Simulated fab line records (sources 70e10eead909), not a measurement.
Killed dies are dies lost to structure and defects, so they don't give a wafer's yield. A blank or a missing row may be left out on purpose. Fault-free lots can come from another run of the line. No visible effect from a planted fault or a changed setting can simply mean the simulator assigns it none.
Matching of chambers -- flow nand_harc -- NHARC_P_GATE_STRIP_101 on rie_diel-11 has 4 sister chambers
The step strips in O2, time 20 s. 4 wafers are shown with their chamber, then 7 later ones without.

## WAFERS WITH THEIR CHAMBER
wafer,chamber,showerhead_plenum_p_Torr (Torr)
L085.2,3,3.43
L086.3,1,3.64
L091.1,0,3.49
L091.3,2,3.35

## WAFERS WHOSE CHAMBER IS MISSING
wafer,showerhead_plenum_p_Torr (Torr)
L091.4,3.42
L093.1,3.35
L093.3,3.64
L093.6,3.42
L097.1,3.63
L097.2,3.42
L097.3,3.34

## EACH ONE'S CHAMBER
wafer,from the rows above,in truth
L091.4,3,3
L093.1,2,2
L093.3,1,1
L093.6,3,3
L097.1,1,1
L097.2,3,3
L097.3,2,2
Correctly placed: 7 of 7. Can't be placed from these rows: 0. 0 placed wrongly.
How it was worked out, from the rows above alone: a wafer's distance from a chamber is the root of the sum, over the readings, of the square of ((its reading less the chamber's mean) divided by the reading's scatter). If the next closest chamber is less than 2 further off than the closest, the wafer can't be placed; otherwise it belongs to the closest. A chamber's mean is the mean of its shown wafers. The scatter: root of mean squared gap, hidden wafer to nearest shown wafer, with one shown wafer a chamber.
